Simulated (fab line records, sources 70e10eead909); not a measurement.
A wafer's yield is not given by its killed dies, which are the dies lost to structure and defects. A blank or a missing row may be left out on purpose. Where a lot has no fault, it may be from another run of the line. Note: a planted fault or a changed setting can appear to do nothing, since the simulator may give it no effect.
Code-filled problem report in 8D (eight disciplines) form || flow nand harc || the parts of the form that need people (team, actions taken, sign-off) are left out

## 1. PROBLEM STATEMENT
Wafers without a fault read 58, standard deviation 18; killed dies at NHARC_END_SORT_01 reads a mean of 677 on 2 wafers belonging to 2 lots. That is +34 standard deviations from the usual mean.
Earliest sighting: wafer L601.5 on prober-02 at day 27 15:34. At this step, 7 wafers from 3 lots have a number in the record. The rule behind "out" and "out of limits": a value lying over 4 standard deviations away from the usual mean. The rest of the wafers with a number are treated as sound.

## 2. WHAT THIS IS AND IS NOT
{"question": "which readings at this step", "is": "killed dies, killed at array", "is not": "killed at periphery, killed open, killed short"}
{"question": "which lots", "is": "L601, L603", "is not": "L605"}
{"question": "which wafers of those lots", "is": "L601.5, L603.4", "is not": "L601.3, L603.3"}
{"question": "read on which gauges", "is": "prober-02", "is not": "prober-01"}
{"question": "when", "is": "from day 27 15:34", "is not": "up to then (1 sound wafer); but 4 sound wafers of L603, L605 came after"}

## 3. THE SUSPECTS, EACH WITH WHAT RULES IT OUT
Counting: if a tool at a process step up to the reading ran every lot that is out, it stays a suspect. Sound lots after the first of them don't rule it out here, since some wafers of a struck lot are sound.
- the gauge at NHARC_END_SORT_01 has been ruled out. All the wafers that are out were read on prober-02, but those of them that NHARC_A_CONTACT_ETCH_51 has rows for are out there too, on other tools.
- rie diel-04 at NHARC_A_CONTACT_ETCH_48 (etches the open film in CF4, target depth 39 nm, time 65 s): kept. It ran every lot that is out, first L601 (day 24 12:49).
- rie diel-04 at NHARC_A_CONTACT_ETCH_51 (etches the open film in O2/COS, target depth 7000 nm, time 1820 s): kept. It ran every lot that is out, first L601 (day 24 13:28). Its own run length s readings are out on those wafers.
- Within rie diel-04 at NHARC_A_CONTACT_ETCH_48: the wafers that are out ran in chambers 0, 3; their sound lot-mates ran in chamber 2.
After counting, rie diel-04 at NHARC_A_CONTACT_ETCH_48 and rie diel-04 at NHARC_A_CONTACT_ETCH_51 remain.

## 4. THE CAUSE (what the simulator had put in)
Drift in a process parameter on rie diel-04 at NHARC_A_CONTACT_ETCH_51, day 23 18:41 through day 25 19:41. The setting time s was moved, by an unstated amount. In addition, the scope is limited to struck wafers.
Of the 2 suspects that counting leaves, this tool is one.

## 5. THE EFFECT CHAIN, in route order
Each row: a reading whose mean over the struck wafers that have a number lies more than 3 standard deviations from the usual. Only readings for which the record gives a usual standard deviation are gone through. hours: the time from each lot's start at the first step in this table that gives one to its start at this step, as a median over the lots. sigmas: the change in usual standard deviations.
{"hours": 0, "step": "NHARC_A_CONTACT_ETCH_51", "reading": "run length s", "usual": "1841.1 s", "on struck wafers": 1310.2, "change": -530.9, "sigmas": "-99 or more"}
{"hours": 72, "step": "NHARC_END_SORT_01", "reading": "killed at array", "usual": 53, "on struck wafers": 670, "change": "+617", "sigmas": "+32"}
{"hours": 72, "step": "NHARC_END_SORT_01", "reading": "killed dies", "usual": 58, "on struck wafers": 677, "change": "+619", "sigmas": "+34"}
It contains these process steps:
- NHARC_A_CONTACT_ETCH_51: etches the open film in O2/COS, target depth 7000 nm, time 1820 s.

## 6. HOW IT WOULD HAVE BEEN CAUGHT EARLIER
Counted from the fault's start at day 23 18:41, it took 93 hours until the first out-of-limits reading at a measuring or inspecting step in this record, taken at day 27 15:34.
Tool's own readings at NHARC_A_CONTACT_ETCH_51, run length s: out on all struck wafers the step has rows for; an alarm limit on them would have tripped on the first.
By day 27 15:34 the whole set of lots that are out, 2 in number, had already begun NHARC_A_CONTACT_ETCH_51 on rie diel-04. Tool hold at that time: it would have spared none of them.
